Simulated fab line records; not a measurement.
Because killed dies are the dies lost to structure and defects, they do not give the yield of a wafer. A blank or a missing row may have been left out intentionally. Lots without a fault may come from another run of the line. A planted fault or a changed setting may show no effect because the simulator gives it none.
A lot that was struck, set against a sound lot / flow nandHarc / 14 out of 1159 route steps
Sound: wafers L845.1, L845.2, L845.4. Wafers L836.3, L836.5, L836.6 were the ones struck. The cause comes at the end.
Order at every step that has rows: each side's tool, ch and its chambers, its first start. Under that, the readings that differ: sound wafers / struck wafers / difference of the means / sigmas: that difference in standard deviations of wafers without a fault.
alike: readings with means less than 2 such deviations apart, plus words and numbers identical on both sides. not compared: withheld readings, readings lacking a value on some wafer, bounds such as >300 that could conceal the same value, and numbers that have no deviation in the record and whose values overlap.
The two part at a step that has a row with sigmas, a row that says differs or no value, or rows on one side only. Numbers that don't overlap but have no deviation are shown without sigmas and don't part them. A reading that every wafer of one side lacks parts them only if that side has two wafers or more.

NHARC_P_GATE_DESCUM_13: chemistry O2, time 3 s.
  sound on rieDiel-12 ch 0,2,3, day 9 03:33; struck on rieDiel-03 ch 0,2, day 7 06:25
  alike: drypumpMotorCurrentA, oesProductAu, rfVppV, showerheadPlenumPTorr, throttleValvePct
  not compared: rfHoursCounterH
then, 6 steps without rows for these wafers: NHARC_P_GATE_ETCH_14 (etches SiO2 in dHF, target depth 48.8 nm); NHARC_P_GATE_STRIP_15 (strips in SPM, time 780 s); NHARC_P_GATE_PRECLEAN_71 (cleans in SC1); NHARC_P_GATE_SRD_72; NHARC_P_GATE_OXIDE_16 (material SiO2, target thk 3 nm, ox time 392 s); NHARC_P_GATE_CVD_17 (deposits poly-Si, target thk 150 nm, time 900 s).
NHARC_P_GATE_HM_DEP_102: deposits aC, target thk 120 nm.
  sound on aclDep-01 ch 0, day 9 16:02; struck on aclDep-03 ch 0, day 7 19:38
  alike: throttleValvePct
NHARC_P_GATE_DEP_103: deposits SiON, target thk 30 nm.
  sound on pecvd-03 ch 0,2, day 9 16:44; struck on pecvd-01 ch 0,1,2, day 7 20:08
  alike: heaterPowerW
then, 3 steps without rows for these wafers: NHARC_P_GATE_DEHYDRATE_18 (time 120 s); NHARC_P_GATE_HMDS_19 (time 30 s); NHARC_P_GATE_COAT_20 (resist thk 90 nm).
NHARC_P_GATE_SOFTBAKE_21: time 55 s.
  sound on lithoTrack-06 ch 0, day 9 17:00; struck on lithoTrack-04 ch 0, day 7 20:00
reading=heaterPowerTotalW (W); sound=188.36 188.39 188.39; struck=196.46 196.29 196.34; difference=+7.98; sigmas=+67
then, 1 step without rows for these wafers: NHARC_P_GATE_EBR_22.

## WHERE THEY PART
Only at NHARC_P_GATE_SOFTBAKE_21, within this record.

WHY: what the simulator had put in
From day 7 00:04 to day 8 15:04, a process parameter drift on lithoTrack-04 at NHARC_P_GATE_SOFTBAKE_21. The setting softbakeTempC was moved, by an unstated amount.
